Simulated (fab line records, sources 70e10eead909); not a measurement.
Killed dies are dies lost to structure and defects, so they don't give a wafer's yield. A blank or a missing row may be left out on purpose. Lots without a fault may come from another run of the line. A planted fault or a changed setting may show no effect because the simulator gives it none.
fab line records | flow nand_harc
record lots=24 wafers=72 last_day=33
route steps=1302 shown P_CONTACT@241 P_M1@316 P_M2@343 P_BONDPAD@377 A_ZERO_WELL@411
lots that met no fault: from a run of the same line without faults
start_h: hours from the record's first day to the start of the lot's first wafer shown | wait_h: hours since the lot's step before | " the same as in the row above | L1.1+2: a row that stands for several wafers | - no value, or no start given | * or withheld: withheld | < > ~ a bound
route shown NAME@n: a module of which the file shows steps, and the number in the route of the first | usual: mean/standard deviation of fault-free wafers | same: alike in all rows | chamber/n: place in a boat | sites: the reading at each site | _std_site: their standard deviation | _edge_site: outer sites' mean less inner sites' | radius_mm: how far each site lies from the wafer's centre | mask NAME#n: copy n | behind: the tool/chamber that last shaped the wafer | hold: why the lot was held/for how many hours/how that ended | device: the transistor (n, p or np) that didn't switch | end of line: the same wafers' tests at the end of the route | a step without rows: its recipe alone | killed: dies lost to structure and defects at the first sort, not the wafer's yield | map: a wafer's dies, x killed, . not, _ none there
set.NAME: the setting as run; set.NAME@STEP: as run at that earlier step | model.NAME: the simulator's own value behind a step, which no gauge read
steps of the route over a sample of lots; a table a step, a row a wafer
services: from which hour (start_h, from the record's first day; less than 0 if before it) a tool's chamber was out of use, for how many hours, and why
## steps
# step NHARC_P_CONTACT_CD_MEAS_19
# usual cd_nm=89.5/2.1
# columns lot.wafer tool chamber start_h wait_h cd_nm
L074.2 cd_sem-02 - 122.69 - 89.1
L074.3 " - " " 91.6
L074.4 " - " " 88.2
L075.1 cd_sem-03 - 131.01 - 89.8
L075.2 " - " " 89.8
L075.4 " - " " 85.4
L076.1 cd_sem-02 - 135.63 - 83.3
L076.3 " - " " 83.4
L076.5 " - " " 85.1
L077.1 cd_sem-01 - 147.20 - 83.7
L077.3 " - " " 91.4
L077.4 " - " " 88.1
L078.1 cd_sem-01 - 167.40 - 89.4
L078.3 " - " " 87.5
L078.6 " - " " 89.3
L079.3 cd_sem-03 - 168.47 - 89.9
L079.4 " - " " 90.0
L079.6 " - " " 90.1
L080.2 cd_sem-02 - 176.32 - 89.7
L080.4 " - " " 91.7
L080.5 " - " " 91.6
L081.1 cd_sem-03 - 198.27 - 92.0
L081.3 " - " " 90.5
L081.4 " - " " 89.0
L082.1 cd_sem-02 - 202.87 - 90.4
L082.2 " - " " 91.5
L082.5 " - " " 91.6
L083.2 cd_sem-03 - 209.83 - 87.5
L083.4 " - " " 89.1
L083.5 " - " " 91.4
L084.1 cd_sem-02 - 217.89 - 90.6
L084.3 " - " " 90.9
L084.4 " - " " 93.9
L085.4 cd_sem-02 - 229.77 - 87.7
L085.5 " - " " 86.3
L085.6 " - " " 91.6
L086.1 cd_sem-03 - 236.59 - 88.4
L086.2 " - " " 88.3
L086.4 " - " " 90.8
L089.3 cd_sem-02 - 260.87 - 90.4
L089.5 " - " " 90.1
L089.6 " - " " 90.6
L088.3 cd_sem-03 - 261.85 - 88.0
L088.5 " - " " 84.7
L088.6 " - " " 88.7
L087.1 cd_sem-03 - 264.57 - 87.6
L087.3 " - " " 91.0
L087.6 " - " " 88.2
L090.4 cd_sem-01 - 280.87 - 91.9
L090.5 " - " " 90.0
L090.6 " - " " 87.7
L091.1 cd_sem-03 - 288.87 - 89.0
L091.3 " - " " 88.7
L091.5 " - " " 90.2
L092.2 cd_sem-01 - 295.70 - 88.2
L092.4 " - " " 89.5
L092.6 " - " " 84.9
L093.3 cd_sem-03 - 309.67 - 90.2
L093.5 " - " " 91.8
L093.6 " - " " 91.0
L095.1 cd_sem-03 - 324.13 - 91.1
L095.3 " - " " 93.2
L095.5 " - " " 86.4
L094.1 cd_sem-03 - 324.88 - 88.4
L094.3 " - " " 92.8
L094.4 " - " " 87.2
L096.1 cd_sem-03 - 341.42 - 91.6
L096.2 " - " " 92.0
L096.5 " - " " 91.0
L097.2 cd_sem-03 - 345.65 - 93.3
L097.3 " - " " 92.9
L097.4 " - " " 91.1
# step NHARC_P_M1_PRE_CLEAN_32
# recipe time_s=12 temp_c=370 rf_power_w=300 gas=NH3
# usual heater_power_w=606/86
# columns lot.wafer tool chamber start_h wait_h heater_power_w
L074.3 pecvd-02 2 132.56 0.1 583
L074.2 " 0 " " 630
L074.4 " 2 " " 576
L075.1 pecvd-04 1 141.04 0.1 545
L075.2 " 2 " " 796
L075.4 " 2 " " 800
L076.1 pecvd-03 1 145.80 0.1 591
L076.3 " 2 " " 498
L076.5 " 2 " " 499
L077.1 pecvd-02 2 157.17 0.1 552
L077.3 " 1 " " 574
L077.4 " 0 " " 637
L078.1 pecvd-03 2 177.43 0.1 545
L078.3 " 0 " " 550
L078.6 " 1 " " 577
L079.3 pecvd-04 2 178.39 0.1 797
L079.6 " 2 " " 783
L079.4 " 0 " " 781
L080.2 pecvd-02 1 186.55 0.1 547
L080.5 " 1 " " 536
L080.4 " 2 " " 478
L081.1 pecvd-02 1 208.21 0.1 549
L081.3 " 0 " " 690
L081.4 " 0 " " 693
L082.2 pecvd-03 1 212.88 0.1 551
L082.1 " 2 " " 543
L082.5 " 1 " " 538
L083.2 pecvd-03 1 219.77 0.1 583
L083.5 " 2 " " 562
L083.4 " 0 " " 621
L084.3 pecvd-04 2 228.10 0.1 795
L084.1 " 0 " " 721
L084.4 " 0 " " 714
L085.6 pecvd-04 2 239.81 0.1 802
L085.5 " 0 " " 739
L085.4 " 1 " " 630
L086.1 pecvd-02 0 246.46 0.1 573
L086.2 " 1 " " 602
L086.4 " 0 " " 573
L089.3 pecvd-02 2 270.98 0.1 529
L089.5 " 1 " " 502
L089.6 " 2 " " 517
L088.3 pecvd-03 2 271.80 0.1 490
L088.6 " 2 " " 503
L088.5 " 0 " " 573
L087.1 pecvd-02 1 274.43 0.1 519
L087.3 " 2 " " 531
L087.6 " 0 " " 653
L090.4 pecvd-03 2 291.44 0.2 532
L090.5 " 0 " " 625
L090.6 " 1 " " 594
L091.1 pecvd-04 2 299.43 0.1 706
L091.3 " 1 " " 545
L091.5 " 1 " " 547
L092.2 pecvd-02 0 306.01 0.1 657
L092.4 " 0 " " 625
L092.6 " 0 " " 632
L093.3 pecvd-02 1 319.78 0.1 551
L093.6 " 0 " " 670
L093.5 " 1 " " 542
L095.3 pecvd-02 1 334.09 0.1 550
L095.1 " 0 " " 689
L095.5 " 1 " " 550
L094.3 pecvd-02 1 334.96 0.1 591
L094.1 " 0 " " 592
L094.4 " 0 " " 578
L096.2 pecvd-03 1 351.14 0.1 522
L096.1 " 0 " " 613
L096.5 " 1 " " 538
L097.2 pecvd-04 2 356.36 0.1 713
L097.3 " 1 " " 501
L097.4 " 2 " " 722
# step NHARC_P_M2_ANNEAL_31
# recipe temp_c=225 time_s=90
# usual wafer_temp_C_max=226.21/0.28
# columns lot.wafer tool chamber start_h wait_h wafer_temp_C_max
L074.2 rtp_anneal-02 0 135.88 - 226.06
L074.3 " 0 " " 225.97
L074.4 " 0 " " 226.18
L075.1 rtp_anneal-01 0 144.55 - 226.50
L075.2 " 0 " " 226.21
L075.4 " 0 " " 225.97
L076.1 rtp_anneal-02 0 149.11 0.3 226.48
L076.3 " 0 " " 226.56
L076.5 " 0 " " 226.28
L077.1 rtp_anneal-02 0 160.58 - 226.04
L077.3 " 0 " " 226.12
L077.4 " 0 " " 226.37
L078.1 rtp_anneal-02 0 180.77 - 226.06
L078.3 " 0 " " 226.89
L078.6 " 0 " " 226.11
L079.3 rtp_anneal-01 0 181.66 - 226.19
L079.4 " 0 " " 225.89
L079.6 " 0 " " 226.37
L080.2 rtp_anneal-02 0 189.85 0.4 226.16
L080.4 " 0 " " 226.14
L080.5 " 0 " " 226.21
L081.1 rtp_anneal-01 0 211.49 - 226.39
L081.3 " 0 " " 226.46
L081.4 " 0 " " 226.10
L082.1 rtp_anneal-01 0 216.12 0.3 226.38
L082.2 " 0 " " 226.15
L082.5 " 0 " " 226.65
L083.2 rtp_anneal-02 0 223.21 0.5 226.42
L083.4 " 0 " " 225.77
L083.5 " 0 " " 226.18
L084.1 rtp_anneal-01 0 231.42 0.3 226.09
L084.3 " 0 " " 226.43
L084.4 " 0 " " 225.82
L085.4 rtp_anneal-01 0 243.05 0.4 226.42
L085.5 " 0 " " 226.57
L085.6 " 0 " " 226.11
L086.1 rtp_anneal-02 0 249.74 - 226.14
L086.2 " 0 " " 226.09
L086.4 " 0 " " 226.22
L089.3 rtp_anneal-02 0 274.39 0.3 226.05
L089.5 " 0 " " 226.30
L089.6 " 0 " " 225.61
L088.3 rtp_anneal-01 0 275.16 0.3 226.24
L088.5 " 0 " " 227.02
L088.6 " 0 " " 227.48
L087.1 rtp_anneal-02 0 277.60 0.3 225.96
L087.3 " 0 " " 225.95
L087.6 " 0 " " 226.22
L090.4 rtp_anneal-01 0 294.85 0.4 226.34
L090.5 " 0 " " 226.14
L090.6 " 0 " " 226.43
L091.1 rtp_anneal-02 0 302.54 - 226.41
L091.3 " 0 " " 226.72
L091.5 " 0 " " 226.50
L092.2 rtp_anneal-02 0 309.40 - 225.86
L092.4 " 0 " " 226.10
L092.6 " 0 " " 226.08
L093.3 rtp_anneal-01 0 323.17 0.3 226.08
L093.5 " 0 " " 226.41
L093.6 " 0 " " 225.94
L095.1 rtp_anneal-02 0 337.78 - 226.22
L095.3 " 0 " " 226.17
L095.5 " 0 " " 226.14
L094.1 rtp_anneal-02 0 338.22 - 226.14
L094.3 " 0 " " 226.35
L094.4 " 0 " " 226.63
L096.1 rtp_anneal-02 0 354.44 0.3 226.20
L096.2 " 0 " " 226.45
L096.5 " 0 " " 226.41
L097.2 rtp_anneal-01 0 359.72 0.3 226.09
L097.3 " 0 " " 226.54
L097.4 " 0 " " 226.54
# step NHARC_P_M2_INSPECT_27
# usual raw_defect_count=295/110
# columns lot.wafer tool chamber start_h wait_h raw_defect_count
L074.2 defect_inspect-01 - 136.65 0.0 151
L074.3 " - " " 236
L074.4 " - " " 250
L075.1 defect_inspect-01 - 145.37 0.0 301
L075.2 " - " " 263
L075.4 " - " " 285
L076.1 defect_inspect-02 - 149.93 0.0 737
L076.3 " - " " 203
L076.5 " - " " 405
L077.1 defect_inspect-01 - 161.40 0.0 246
L077.3 " - " " 201
L077.4 " - " " 220
L078.1 defect_inspect-01 - 181.60 0.0 343
L078.3 " - " " 345
L078.6 " - " " 328
L079.3 defect_inspect-01 - 182.40 0.0 220
L079.4 " - " " 260
L079.6 " - " " 283
L080.2 defect_inspect-01 - 190.61 0.0 236
L080.4 " - " " 435
L080.5 " - " " 444
L081.1 defect_inspect-01 - 212.31 0.0 346
L081.3 " - " " 334
L081.4 " - " " 179
L082.1 defect_inspect-02 - 216.93 0.0 202
L082.2 " - " " 183
L082.5 " - " " 141
L083.2 defect_inspect-02 - 223.97 0.0 383
L083.4 " - " " 376
L083.5 " - " " 229
L084.1 defect_inspect-02 - 232.22 0.0 281
L084.3 " - " " 371
L084.4 " - " " 173
L085.4 defect_inspect-02 - 243.72 0.0 218
L085.5 " - " " 232
L085.6 " - " " 330
L086.1 defect_inspect-01 - 250.55 0.0 308
L086.2 " - " " 298
L086.4 " - " " 222
L089.3 defect_inspect-01 - 275.10 0.0 565
L089.5 " - " " 265
L089.6 " - " " 453
L088.3 defect_inspect-01 - 275.90 0.0 290
L088.5 " - " " 264
L088.6 " - " " 248
L087.1 defect_inspect-02 - 278.42 0.0 195
L087.3 " - " " 219
L087.6 " - " " 186
L090.4 defect_inspect-01 - 295.51 0.0 248
L090.5 " - " " 172
L090.6 " - " " 222
L091.1 defect_inspect-02 - 303.36 0.0 240
L091.3 " - " " 415
L091.5 " - " " 245
L092.2 defect_inspect-01 - 310.43 0.0 624
L092.4 " - " " 269
L092.6 " - " " 272
L093.3 defect_inspect-02 - 323.89 0.0 283
L093.5 " - " " 398
L093.6 " - " " 286
L095.1 defect_inspect-02 - 338.60 0.0 267
L095.3 " - " " 198
L095.5 " - " " 209
L094.1 defect_inspect-01 - 339.04 0.0 292
L094.3 " - " " 262
L094.4 " - " " 211
L096.1 defect_inspect-01 - 355.26 0.0 304
L096.2 " - " " 252
L096.5 " - " " 284
L097.2 defect_inspect-02 - 360.48 0.0 229
L097.3 " - " " 417
L097.4 " - " " 297
# step NHARC_P_BONDPAD_PVD_27
# recipe target_thk_a=300 chamber_pressure_pa=5 power_w=5000 substrate_temp_c=30 time_s=20.49 material=Cu
# usual throttle_valve_pct=30.1/1.4
# columns lot.wafer tool chamber start_h wait_h throttle_valve_pct
L074.4 pvd_sputter-03 - - - 31.3
L074.2 " - " " 30.7
L074.3 " - " " 27.8
L075.2 pvd_sputter-01 - - - 28.8
L075.4 " - " " 30.6
L075.1 " - " " 30.6
L076.1 pvd_sputter-03 - - - 29.4
L076.3 " - " " 31.7
L076.5 " - " " 29.8
L077.3 pvd_sputter-02 - - - 28.8
L077.1 " - " " 30.6
L077.4 " - " " 31.0
L078.3 pvd_sputter-02 - - - 32.0
L078.1 " - " " 30.7
L078.6 " - " " 31.9
L079.3 pvd_sputter-03 - - - 31.7
L079.4 " - " " 30.8
L079.6 " - " " 31.7
L080.2 pvd_sputter-01 - - - 29.3
L080.4 " - " " 30.7
L080.5 " - " " 29.2
L081.4 pvd_sputter-01 - - - 29.5
L081.3 " - " " 28.9
L081.1 " - " " 30.5
L082.2 pvd_sputter-02 - - - 31.1
L082.1 " - " " 28.5
L082.5 " - " " 30.9
L083.4 pvd_sputter-03 - - - 30.8
L083.2 " - " " 31.9
L083.5 " - " " 27.0
L084.1 pvd_sputter-03 - - - 27.0
L084.3 " - " " 31.4
L084.4 " - " " 30.7
L085.4 pvd_sputter-02 - - - 30.8
L085.6 " - " " 28.9
L085.5 " - " " 30.5
L086.4 pvd_sputter-01 - - - 29.3
L086.1 " - " " 31.6
L086.2 " - " " 30.9
L089.3 pvd_sputter-03 - - - 30.6
L089.5 " - " " 31.5
L089.6 " - " " 30.9
L088.3 pvd_sputter-02 - - - 31.2
L088.6 " - " " 29.0
L088.5 " - " " 30.5
L087.1 pvd_sputter-01 - - - 29.4
L087.3 " - " " 31.5
L087.6 " - " " 31.7
L090.4 pvd_sputter-03 - - - 26.9
L090.5 " - " " 27.2
L090.6 " - " " 31.8
L091.3 pvd_sputter-03 - - - 31.3
L091.1 " - " " 31.1
L091.5 " - " " 27.2
L092.2 pvd_sputter-03 - - - 30.7
L092.4 " - " " 31.6
L092.6 " - " " 30.5
L093.3 pvd_sputter-03 - - - 30.8
L093.6 " - " " 31.8
L093.5 " - " " 31.1
L095.1 pvd_sputter-03 - - - 30.6
L095.3 " - " " 27.0
L095.5 " - " " 30.6
L094.4 pvd_sputter-02 - - - 31.2
L094.3 " - " " 30.8
L094.1 " - " " 29.4
L096.2 pvd_sputter-02 - - - 29.0
L096.1 " - " " 30.0
L096.5 " - " " 30.3
L097.2 pvd_sputter-01 - - - 30.9
L097.3 " - " " 30.2
L097.4 " - " " 29.1
# step NHARC_A_ZERO_WELL_RTA_16
# recipe temp_c=1000 time_s=10
# usual lamp_power_pct=26.5/0.46 lamp_zone_4_pct=26.5/0.46 wafer_temp_C_max=1005.2/1.1
# columns lot.wafer tool chamber start_h wait_h lamp_power_pct lamp_zone_4_pct wafer_temp_C_max
L074.2 rtp_anneal-01 0 143.83 - 26.2 26.1 1003.6
L074.3 " 0 " " 26.1 26.1 1007.9
L074.4 " 0 " " 26.1 26.1 1006.7
L075.1 rtp_anneal-01 0 159.18 - 26.1 26.1 1006.0
L075.2 " 0 " " 26.2 26.2 1006.4
L075.4 " 0 " " 26.1 26.1 1006.5
L076.1 rtp_anneal-02 0 159.55 - 27.1 27.1 1003.6
L076.3 " 0 " " 27.1 27.1 1002.9
L076.5 " 0 " " 27.1 27.0 1004.2
L077.1 rtp_anneal-01 0 168.58 - 26.2 26.1 1007.8
L077.3 " 0 " " 26.2 26.2 1005.8
L077.4 " 0 " " 26.1 26.2 1006.0
L078.1 rtp_anneal-02 0 188.79 - 27.1 27.1 1003.1
L078.3 " 0 " " 27.1 27.1 1004.4
L078.6 " 0 " " 27.1 27.1 1003.0
L079.3 rtp_anneal-01 0 189.67 - 26.1 26.2 1004.6
L079.4 " 0 " " 26.1 26.2 1005.2
L079.6 " 0 " " 26.2 26.2 1004.2
L080.2 rtp_anneal-01 0 197.90 - 26.2 26.1 1004.8
L080.4 " 0 " " 26.1 26.2 1005.4
L080.5 " 0 " " 26.2 26.2 1003.7
L081.1 rtp_anneal-01 0 219.57 0.1 26.2 26.2 1005.5
L081.3 " 0 " " 26.2 26.2 1004.8
L081.4 " 0 " " 26.1 26.1 1005.3
L082.1 rtp_anneal-01 0 224.03 - 26.1 26.2 1003.9
L082.2 " 0 " " 26.2 26.1 1004.6
L082.5 " 0 " " 26.1 26.2 1004.7
L083.2 rtp_anneal-02 0 231.10 - 27.1 27.1 1005.0
L083.4 " 0 " " 27.1 27.1 1006.2
L083.5 " 0 " " 27.1 27.1 1004.3
L084.1 rtp_anneal-02 0 239.64 - 27.1 27.1 1004.5
L084.3 " 0 " " 27.1 27.1 1005.5
L084.4 " 0 " " 27.1 27.0 1005.1
L085.4 rtp_anneal-02 0 250.90 - 27.1 27.0 1003.4
L085.5 " 0 " " 27.1 27.1 1004.8
L085.6 " 0 " " 27.0 27.0 1004.8
L086.1 rtp_anneal-01 0 257.80 - 26.1 26.1 1005.4
L086.2 " 0 " " 26.2 26.2 1005.9
L086.4 " 0 " " 26.2 26.2 1006.1
L089.3 rtp_anneal-02 0 282.26 - 27.1 27.1 1003.9
L089.5 " 0 " " 27.1 27.1 1004.0
L089.6 " 0 " " 27.1 27.1 1004.2
L088.3 rtp_anneal-01 0 283.09 - 26.1 26.2 1005.4
L088.5 " 0 " " 26.1 26.2 1005.2
L088.6 " 0 " " 26.1 26.2 1005.5
L087.1 rtp_anneal-01 0 285.58 - 26.2 26.2 1007.3
L087.3 " 0 " " 26.2 26.1 1006.0
L087.6 " 0 " " 26.2 26.1 1005.9
L090.4 rtp_anneal-02 0 302.94 - 27.1 27.1 1003.6
L090.5 " 0 " " 27.0 27.1 1005.5
L090.6 " 0 " " 27.1 27.1 1003.6
L091.1 rtp_anneal-01 0 310.62 - 26.1 26.1 1006.5
L091.3 " 0 " " 26.1 26.1 1005.7
L091.5 " 0 " " 26.1 26.1 1005.8
L092.2 rtp_anneal-02 0 317.48 - 27.1 27.0 1005.6
L092.4 " 0 " " 27.0 27.0 1005.3
L092.6 " 0 " " 27.1 27.1 1005.0
L093.3 rtp_anneal-01 0 330.94 - 26.1 26.1 1005.0
L093.5 " 0 " " 26.1 26.1 1004.6
L093.6 " 0 " " 26.1 26.1 1005.8
L095.1 rtp_anneal-02 0 345.67 - 27.1 27.1 1003.9
L095.3 " 0 " " 27.1 27.1 1005.3
L095.5 " 0 " " 27.1 27.1 1003.7
L094.1 rtp_anneal-01 0 346.15 - 26.1 26.1 1005.8
L094.3 " 0 " " 26.1 26.2 1006.4
L094.4 " 0 " " 26.1 26.1 1004.8
L096.1 rtp_anneal-02 0 362.31 - 27.1 27.1 1005.2
L096.2 " 0 " " 27.1 27.1 1004.4
L096.5 " 0 " " 27.0 27.1 1006.3
L097.2 rtp_anneal-01 0 367.48 - 26.2 26.1 1005.6
L097.3 " 0 " " 26.2 26.1 1008.6
L097.4 " 0 " " 26.2 26.2 1005.7
## services
# columns tool chamber start_h hours kind
pecvd-03 0 138.96 10.2 repair
pecvd-02 - 144.82 1.4 repair
pvd_sputter-01 - 146.60 1.0 repair
pvd_sputter-03 - 162.79 2.1 repair
pvd_sputter-03 - 170.05 10.0 pm
pecvd-03 - 185.25 13.0 pm
pvd_sputter-02 - 202.78 7.2 repair
pvd_sputter-01 - 226.97 10.0 pm
pecvd-02 - 227.45 13.0 pm
pecvd-02 0 252.44 8.4 repair
pvd_sputter-02 - 263.39 3.7 repair
pecvd-04 - 269.02 13.0 pm
pvd_sputter-02 - 282.00 10.0 pm
pvd_sputter-01 - 286.13 1.0 repair
pecvd-02 2 302.02 4.3 repair
pecvd-04 0 307.35 5.0 repair
pvd_sputter-02 - 311.47 1.1 repair
pvd_sputter-03 - 318.51 4.7 repair
pecvd-02 2 343.99 4.8 repair
pvd_sputter-01 - 344.13 3.3 repair
pvd_sputter-03 - 348.05 10.0 pm
pecvd-03 - 349.53 1.3 repair
pvd_sputter-01 - 358.87 2.3 repair
pecvd-03 - 366.25 13.0 pm
## key
fault none
